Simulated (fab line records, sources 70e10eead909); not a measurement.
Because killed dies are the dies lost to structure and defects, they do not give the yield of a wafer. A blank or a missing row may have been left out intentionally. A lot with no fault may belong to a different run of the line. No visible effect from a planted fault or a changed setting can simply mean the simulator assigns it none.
What tool caused it? | flow nand harc | 18 wafers sampled from 6 lots at 1 step of a route of 1159

WHAT EACH GAUGE READ, for each wafer
NHARC_A_CONTACT_CD_MEAS_08: the cd target is 100 nm.
lot  | measured     | on        | cd nm (nm)
L138 | day 17 14:28 | cd sem-02 | 99.5 100.4 99.5
L140 | day 17 23:35 | cd sem-03 | 101.5 99.9 100.4
L154 | day 21 07:53 | cd sem-01 | 99.8 99.5 100.2
L155 | day 22 04:16 | cd sem-03 | 100.8 101.5 101.6
L156 | day 22 15:39 | cd sem-03 | 101.1 101.1 99.8
L160 | day 23 03:55 | cd sem-01 | 99.8 100.0 100.0

WHICH TOOL RAN EACH LOT (tool, then ch and the chambers of the sampled wafers, then the start)
Record: no process step prior to these readings.

THE ANSWER, worked out from the rows above alone
Rule: the lots themselves supply what counts as usual. The widest of any qualifying gaps counts: lots, ordered by their means at a reading, are off when they make up no more than a third of the lots, leave a main group of 4 or more, and stand apart from it by 3 or more times the standard deviation of that group's means. If all means in a main group match to the digits the tables above print for the reading, that group is not used. Also off: a lot with no number at a reading for which 4 or more lots have one. Where the step has rows for the other lots, those lots are counted as sound.
Nothing can be told from this: no lot is off at any reading shown.

WHAT THE SIMULATOR PUT IN
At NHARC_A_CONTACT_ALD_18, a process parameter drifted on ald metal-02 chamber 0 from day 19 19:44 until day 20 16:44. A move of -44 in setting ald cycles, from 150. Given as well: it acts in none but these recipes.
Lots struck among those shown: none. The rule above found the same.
